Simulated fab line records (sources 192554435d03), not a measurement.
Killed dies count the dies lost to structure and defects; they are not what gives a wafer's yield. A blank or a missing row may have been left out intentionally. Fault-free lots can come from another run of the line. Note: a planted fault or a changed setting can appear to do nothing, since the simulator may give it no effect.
fab line records ; flow n5-finfet
record lots=11; wafers=31; last-day=17
route steps=1938 shown BEOL_M10@1492 PASSIVATION@1936
lots that met no fault: taken from a fault-free run of the same line
start-h: hours from the record's first day to the start of the lot's first wafer shown ; wait-h: hours since the lot's step before ; " as in the row above ; L1.1+2: a single row standing in for several wafers ; - no value present, or no start provided ; * or withheld: withheld ; < > ~ a bound
route shown NAME@n: NAME is a module with steps in the file, n the number in the route of the first one ; usual: the fault-free wafers' mean and standard deviation ; same: alike in all rows ; chamber/n: place in a boat ; sites: each site's reading ; _std_site: their standard deviation ; _edge_site: outer sites' mean less inner sites' ; radius-mm: how far each site lies from the wafer's centre ; mask NAME#n: copy n ; behind: the most recent tool/chamber to have shaped the wafer ; hold: what put the lot on hold/how long, in hours/how the hold closed ; device: names the non-switching transistor (n, p or np) ; end of line: tests of these same wafers at the route's end ; a step with no rows: only its recipe ; killed: count of dies lost to structure and defects at first sort (not the wafer's yield) ; map: dies across one wafer; x = killed, . = not, _ = none there
set.NAME: the setting the step ran with; set.NAME@STEP: the setting that earlier step ran with ; model.NAME: the simulator's own value behind a step, which no gauge read
one table for each step of the route and one row for each wafer, over a sample of lots
services: when a tool's chamber went out of use (start-h, in hours from the record's first day, below 0 if earlier), for how many hours, and the reason
## steps
# step N5_BEOL_M10_STRIP_19
# recipe chemistry=O2; power-w=400; temp-c=40; pressure-mtorr=30; rf-frequency-hz=6e+07; bias-power-w=0; overash-fraction=0.2; o2-flow-sccm=225
# usual chamber-pressure-mTorr=30.00/0.041; drypump-motor-current-A=5.6/0.39; oes-product-au=0.81/0.092; rf-vpp-V=3.6/0.59; showerhead-plenum-p-Torr=2.08/0.057; throttle-valve-pct=16.53/0.26
# same bias-power-w=0
lot.wafer;tool;chamber;start-h;wait-h;chamber-pressure-mTorr;drypump-motor-current-A;oes-product-au;rf-hours-counter-h;rf-vpp-V;showerhead-plenum-p-Torr;throttle-valve-pct
L423.2;rie-diel-03;2;248.44;0.1;29.99;5.6;0.87;54;3.6;2.11;16.11
L423.5;rie-diel-03;2;248.44;0.1;29.91;5.6;0.88;-;2.5;2.11;16.11
L423.6;rie-diel-03;0;248.44;0.1;30.09;6.4;0.70;-;3.3;2.06;16.82
L426.1;rie-diel-04;1;248.63;0.1;29.99;5.4;0.86;55;3.7;2.05;16.62
L426.2;rie-diel-04;0;248.63;0.1;29.98;6.1;0.70;258;3.3;2.04;16.68
L426.3;rie-diel-04;2;248.63;0.1;29.99;5.5;0.82;85;3.3;2.04;16.45
L429.1;rie-diel-04;2;272.59;0.1;29.95;5.5;0.81;96;2.9;2.03;16.47
L429.4;rie-diel-04;3;272.59;0.1;30.01;4.9;0.75;-;3.9;1.98;16.67
L429.5;rie-diel-04;2;272.59;0.1;30.03;5.5;0.81;-;4.5;2.03;16.46
L431.1;rie-diel-03;2;274.38;0.3;29.95;5.6;0.86;64;3.4;2.11;16.13
L431.4;rie-diel-03;1;274.38;0.3;29.95;5.1;0.82;45;3.0;2.13;16.53
L431.5;rie-diel-03;2;274.38;0.3;29.97;5.6;0.86;-;4.0;2.11;16.13
L432.1;rie-diel-01;0;280.68;0.1;29.94;5.7;0.69;244;3.3;1.97;16.75
L432.2;rie-diel-01;1;280.68;0.1;30.01;5.7;0.80;94;4.2;2.10;16.12
L432.5;rie-diel-01;3;280.68;0.1;30.00;5.3;0.67;-;4.6;2.17;16.82
L433.3;rie-diel-03;1;297.75;0.2;30.06;5.1;0.83;53;2.5;2.12;16.56
L433.4;rie-diel-03;0;297.75;0.2;30.00;6.4;0.68;230;4.9;2.06;16.84
L433.5;rie-diel-03;1;297.75;0.2;29.97;5.1;0.82;-;3.4;2.12;16.55
L438.3;rie-diel-03;3;314.96;0.1;29.99;5.4;0.93;20;3.7;2.06;16.75
L438.6;rie-diel-03;2;314.96;0.1;30.00;5.7;0.84;-;2.1;2.10;16.17
L439.1;rie-diel-01;3;317.96;0.1;30.02;5.3;0.67;234;2.8;2.16;16.84
L439.3;rie-diel-01;2;317.96;0.1;30.02;5.9;0.85;57;3.5;2.05;16.45
L439.6;rie-diel-01;1;317.96;0.1;30.06;5.7;0.79;-;3.5;2.10;16.15
L440.2;rie-diel-01;1;322.96;0.1;29.98;5.7;0.81;112;3.5;2.09;16.17
L440.4;rie-diel-01;0;322.96;0.1;30.06;5.8;0.95;5;3.6;2.23;16.36
L440.5;rie-diel-01;3;322.96;0.1;30.03;5.3;0.67;-;3.5;2.16;16.84
L441.2;rie-diel-01;2;346.69;0.1;29.77;5.9;0.84;68;3.3;2.04;16.47
L441.3;rie-diel-01;1;346.69;0.1;30.00;5.8;0.79;120;4.0;2.09;16.20
L444.2;rie-diel-04;3;351.97;0.1;30.02;4.9;0.73;217;3.5;1.97;16.73
L444.3;rie-diel-04;0;351.97;0.1;29.93;6.1;0.92;23;4.6;2.03;16.33
L444.5;rie-diel-04;3;351.97;0.1;30.03;4.9;0.72;-;3.2;1.97;16.72
# step N5_BEOL_M10_HM_STRIP_39
# recipe chemistry=peroxide-tin-strip; material=TiN; target-depth-a=250; temp-c=50; time-s=158
# usual bath-guard-temp-C=50.1/0.52; bath-heat-duty-pct=7.2/0.86
lot.wafer;tool;chamber;start-h;wait-h;bath-guard-temp-C;bath-heat-duty-pct
L423.2;wet-bench-02;2;250.60;0.0;50.0;6.9
L423.5;wet-bench-02;0;250.60;0.0;50.3;7.5
L423.6;wet-bench-02;5;250.60;0.0;49.9;7.4
L426.1;wet-bench-02;7;251.04;0.0;49.9;7.7
L426.2;wet-bench-02;1;251.04;0.0;50.3;7.2
L426.3;wet-bench-02;3;251.04;0.0;50.8;6.4
L431.1;wet-bench-02;3;276.90;0.0;-;-
L431.4;wet-bench-02;2;276.90;0.0;-;-
L431.5;wet-bench-02;1;276.90;0.0;-;-
L429.1;wet-bench-05;6;277.33;0.0;-;-
L429.4;wet-bench-05;4;277.33;0.0;-;-
L429.5;wet-bench-05;2;277.33;0.0;-;-
L432.1;wet-bench-02;5;285.55;0.0;-;-
L432.2;wet-bench-02;3;285.55;0.0;-;-
L432.5;wet-bench-02;7;285.55;0.0;-;-
L433.3;wet-bench-02;6;299.36;0.0;50.0;6.3
L433.4;wet-bench-02;1;299.36;0.0;50.9;6.1
L433.5;wet-bench-02;7;299.36;0.0;49.9;7.1
L438.3;wet-bench-05;2;317.05;0.0;50.8;6.7
L438.6;wet-bench-05;1;317.05;0.0;49.4;8.1
L439.1;wet-bench-02;3;319.05;0.0;50.6;6.3
L439.3;wet-bench-02;0;319.05;0.0;50.1;6.6
L439.6;wet-bench-02;2;319.05;0.0;50.0;6.5
L440.2;wet-bench-05;7;326.94;0.0;49.2;7.0
L440.4;wet-bench-05;1;326.94;0.0;50.0;8.7
L440.5;wet-bench-05;3;326.94;0.0;49.5;7.7
L441.2;wet-bench-02;5;348.52;0.0;50.3;8.3
L441.3;wet-bench-02;3;348.52;0.0;50.8;7.0
L444.2;wet-bench-02;6;356.78;0.0;49.7;5.9
L444.3;wet-bench-02;0;356.78;0.0;50.3;7.9
L444.5;wet-bench-02;1;356.78;0.0;50.7;8.3
# step N5_BEOL_M10_PRE_CLEAN_45
# recipe gas=H2/He; time-s=30; temp-c=250
# usual heater-power-w=326/35
lot.wafer;tool;chamber;start-h;wait-h;heater-power-w
L423.2;pvd-sputter-02;-;251.39;0.0;319
L423.5;pvd-sputter-02;-;251.39;0.0;291
L423.6;pvd-sputter-02;-;251.39;0.0;323
L426.1;pvd-sputter-01;-;252.22;0.0;286
L426.2;pvd-sputter-01;-;252.22;0.0;280
L426.3;pvd-sputter-01;-;252.22;0.0;296
L431.1;pvd-sputter-01;-;277.71;0.0;298
L431.4;pvd-sputter-01;-;277.71;0.0;282
L431.5;pvd-sputter-01;-;277.71;0.0;299
L429.1;pvd-sputter-03;-;277.89;0.0;374
L429.4;pvd-sputter-03;-;277.89;0.0;333
L429.5;pvd-sputter-03;-;277.89;0.0;338
L432.1;pvd-sputter-01;-;286.26;0.0;291
L432.2;pvd-sputter-01;-;286.26;0.0;292
L432.5;pvd-sputter-01;-;286.26;0.0;284
L433.3;pvd-sputter-03;-;300.07;0.0;329
L433.4;pvd-sputter-03;-;300.07;0.0;413
L433.5;pvd-sputter-03;-;300.07;0.0;329
L438.3;pvd-sputter-03;-;317.71;0.0;346
L438.6;pvd-sputter-03;-;317.71;0.0;392
L439.1;pvd-sputter-03;-;319.66;0.0;342
L439.3;pvd-sputter-03;-;319.66;0.0;341
L439.6;pvd-sputter-03;-;319.66;0.0;341
L440.2;pvd-sputter-01;-;327.54;0.0;274
L440.4;pvd-sputter-01;-;327.54;0.0;291
L440.5;pvd-sputter-01;-;327.54;0.0;290
L441.2;pvd-sputter-02;-;350.10;0.0;286
L441.3;pvd-sputter-02;-;350.10;0.0;321
L444.2;pvd-sputter-01;-;357.54;0.0;284
L444.3;pvd-sputter-01;-;357.54;0.0;298
L444.5;pvd-sputter-01;-;357.54;0.0;296
# step N5_BEOL_M10_SURFACE_TREAT_76
# recipe gas=Ar; time-s=*; ion-energy-ev=*; ion-current-ma-cm2=0.5; pressure-mtorr=*; ar-flow-sccm=30
# usual throttle-valve-pct=*
lot.wafer;tool;chamber;start-h;wait-h;throttle-valve-pct
L423.2;pvd-sputter-03;-;251.81;0.2;*
L423.5;pvd-sputter-03;-;251.81;0.2;*
L423.6;pvd-sputter-03;-;251.81;0.2;*
L426.1;pvd-sputter-03;-;252.59;0.2;*
L426.2;pvd-sputter-03;-;252.59;0.2;*
L426.3;pvd-sputter-03;-;252.59;0.2;*
L431.1;pvd-sputter-01;-;278.15;0.2;*
L431.4;pvd-sputter-01;-;278.15;0.2;*
L431.5;pvd-sputter-01;-;278.15;0.2;*
L429.1;pvd-sputter-03;-;278.41;0.2;*
L429.4;pvd-sputter-03;-;278.41;0.2;*
L429.5;pvd-sputter-03;-;278.41;0.2;*
L432.1;pvd-sputter-02;-;286.74;0.2;*
L432.2;pvd-sputter-02;-;286.74;0.2;*
L432.5;pvd-sputter-02;-;286.74;0.2;*
L433.3;pvd-sputter-02;-;300.42;0.2;*
L433.4;pvd-sputter-02;-;300.42;0.2;*
L433.5;pvd-sputter-02;-;300.42;0.2;*
L438.3;pvd-sputter-03;-;318.33;0.4;*
L438.6;pvd-sputter-03;-;318.33;0.4;*
L439.1;pvd-sputter-03;-;320.00;0.2;*
L439.3;pvd-sputter-03;-;320.00;0.2;*
L439.6;pvd-sputter-03;-;320.00;0.2;*
L440.2;pvd-sputter-03;-;327.93;0.2;*
L440.4;pvd-sputter-03;-;327.93;0.2;*
L440.5;pvd-sputter-03;-;327.93;0.2;*
L441.2;pvd-sputter-01;-;350.46;0.2;*
L441.3;pvd-sputter-01;-;350.46;0.2;*
L444.2;pvd-sputter-02;-;358.02;0.3;*
L444.3;pvd-sputter-02;-;358.02;0.3;*
L444.5;pvd-sputter-02;-;358.02;0.3;*
# step N5_BEOL_M10_CMP_52
# recipe stop-on=SiCOH_lowk; t-overpolish-s=7; down-force-psi=1; platen-rpm=50; clearing-platen-down-force-psi=1.5; clearing-platen-rpm=50; post-cmp-clean=cu-alkaline; target-thk-nm=140; clearing-platen-pad-velocity-m-s=0.99484; pad-velocity-m-s=0.99484
# usual barrier-field-endpoint-s=28.8/0.91; edge-zone-pressure-frac=1.000/0.0046; motor-current-A=6.3/0.79
lot.wafer;tool;chamber;start-h;wait-h;barrier-field-endpoint-s;edge-zone-pressure-frac;motor-current-A
L423.2;cmp-02;1;252.74;0.3;31.0;0.992;6.8
L423.5;cmp-02;2;252.74;0.3;29.3;1.000;7.1
L423.6;cmp-02;3;252.74;0.3;30.1;1.003;5.9
L426.2;cmp-02;0;253.98;0.2;29.6;0.999;7.4
L426.1;cmp-02;1;253.98;0.2;30.0;1.003;6.4
L426.3;cmp-02;3;253.98;0.2;28.1;0.995;5.5
L431.4;cmp-03;1;279.26;0.1;35.0;0.999;5.1
L431.1;cmp-03;0;279.26;0.1;33.6;1.003;6.4
L431.5;cmp-03;1;279.26;0.1;35.5;1.003;5.1
L429.4;cmp-01;1;279.53;0.1;34.7;0.995;6.8
L429.1;cmp-01;0;279.53;0.1;33.3;0.998;5.3
L429.5;cmp-01;2;279.53;0.1;36.1;1.002;6.6
L432.1;cmp-03;3;287.71;0.3;36.0;1.001;7.8
L432.2;cmp-03;0;287.71;0.3;35.2;1.000;6.3
L432.5;cmp-03;2;287.71;0.3;37.0;1.001;5.7
L433.4;cmp-03;3;301.69;0.2;29.6;0.990;7.5
L433.3;cmp-03;0;301.69;0.2;28.5;0.985;6.2
L433.5;cmp-03;1;301.69;0.2;28.7;1.003;5.1
L438.3;cmp-03;0;319.62;0.4;27.7;1.003;6.4
L438.6;cmp-03;2;319.62;0.4;29.8;0.997;5.8
L439.1;cmp-02;0;322.48;0.3;27.8;0.999;7.1
L439.3;cmp-02;1;322.48;0.3;28.9;0.997;6.7
L439.6;cmp-02;3;322.48;0.3;27.7;1.007;5.3
L440.2;cmp-01;0;329.00;0.3;27.5;1.001;5.0
L440.4;cmp-01;1;329.00;0.3;28.4;0.996;6.7
L440.5;cmp-01;3;329.00;0.3;29.8;0.999;6.5
L441.2;cmp-03;1;351.26;0.2;29.7;1.008;5.0
L441.3;cmp-03;3;351.26;0.2;28.2;1.004;7.8
L444.2;cmp-01;3;358.94;0.3;29.0;1.014;6.6
L444.3;cmp-01;0;358.94;0.3;27.2;1.004;5.2
L444.5;cmp-01;1;358.94;0.3;28.6;0.998;6.5
# step N5_PASSIVATION_PROBE_49
# usual defect-limited-yield=91.1/1.4; killed_at_M0_to_M3=36/9.9; killed_at_M4_up=13/5.8; killed-at-contacts=14/5.9; killed-at-front-end=39/11; killed-at-other=3.4/2.9; killed-dies=105/17; killed-open=70/13; killed-short=34/7.3; sort_bin_4_leakage=0.00/0.0072; sort_bin_5_function=5.3/1; sort_bin_6_memory=3.3/0.62; sort_bin_8_speed=0.01/0.057; sort-n-pass=1075/17
# same gross-dies=1180; killed-at-back-side=0
lot.wafer;tool;chamber;start-h;wait-h;defect-limited-yield[%];killed_at_M0_to_M3;killed_at_M4_up;killed-at-contacts;killed-at-front-end;killed-at-other;killed-dies;killed-open;killed-short;sort_bin_4_leakage[%];sort_bin_5_function[%];sort_bin_6_memory[%];sort_bin_8_speed[%];sort-n-pass
L431.4;prober-01;-;323.94;0.2;91.2;41;13;6;43;1;104;78;25;0;5.1;3.6;0;1076
# killed by level:class
L431.4 BEOL_M0_SAQP:geometric-particle:open=11 DUMMY_GATE:geometric-particle:open=8 BEOL_M2:geometric-particle:open=7 STI_FIN_REVEAL:geometric-particle:open=6 MOL_CONTACT_COAG:geometric-particle:open=6 BEOL_M0_SAQP:geometric-particle:short=6 FIN_SAQP:geometric-particle:short=5 GATE_CUT:geometric-particle:open=5
## services
tool;chamber;start-h;hours;kind
rie-diel-03;3;234.65;-;clean
rie-diel-03;3;234.65;-;consumable-replace:focus-ring
rie-diel-03;3;234.65;20.9;scheduled-down
rie-diel-03;3;234.65;20.9;vent-cycle
rie-diel-01;-;236.60;0.2;repair
cmp-02;-;243.74;0.9;repair
wet-bench-02;-;247.37;1.8;repair
cmp-01;-;248.64;0.6;repair
cmp-03;-;250.05;1.6;repair
cmp-01;-;251.86;0.9;repair
cmp-02;-;260.57;4.2;pm
cmp-01;-;270.30;3.7;repair
cmp-02;-;281.29;4.0;pm
rie-diel-01;0;293.81;-;clean
rie-diel-01;0;293.81;-;consumable-replace:focus-ring
rie-diel-01;0;293.81;-;consumable-replace:showerhead
rie-diel-01;0;293.81;15.5;scheduled-down
cmp-03;-;293.91;4.0;pm
cmp-03;-;297.91;-;consumable-replace:conditioner
cmp-03;-;297.91;-;consumable-replace:pad
cmp-03;-;314.87;4.0;pm
cmp-01;-;333.27;0.5;repair
cmp-01;-;343.67;0.3;repair
cmp-02;-;349.15;2.3;repair
## key
first-sign step=N5_BEOL_M10_HM_STRIP_39; reading=tool-record; direction=missing
effect step=N5_BEOL_M10_CMP_52; reading=barrier-field-endpoint-s; direction=up; sigmas=6.9; usual=28.8; struck=35.2
met-at N5_BEOL_M10_HM_STRIP_39
struck-lots L429,L431,L432
not-acting-at N5_BEOL_M10_STRIP_19,N5_BEOL_M10_PRE_CLEAN_45,N5_BEOL_M10_SURFACE_TREAT_76
onset-between 251.04 276.90
fault kind=skipped-step-whole; tool=wet-bench-02,wet-bench-05; chamber=-; onset-h=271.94; steps=N5_BEOL_M10_HM_STRIP_39; scope=struck-lots-only
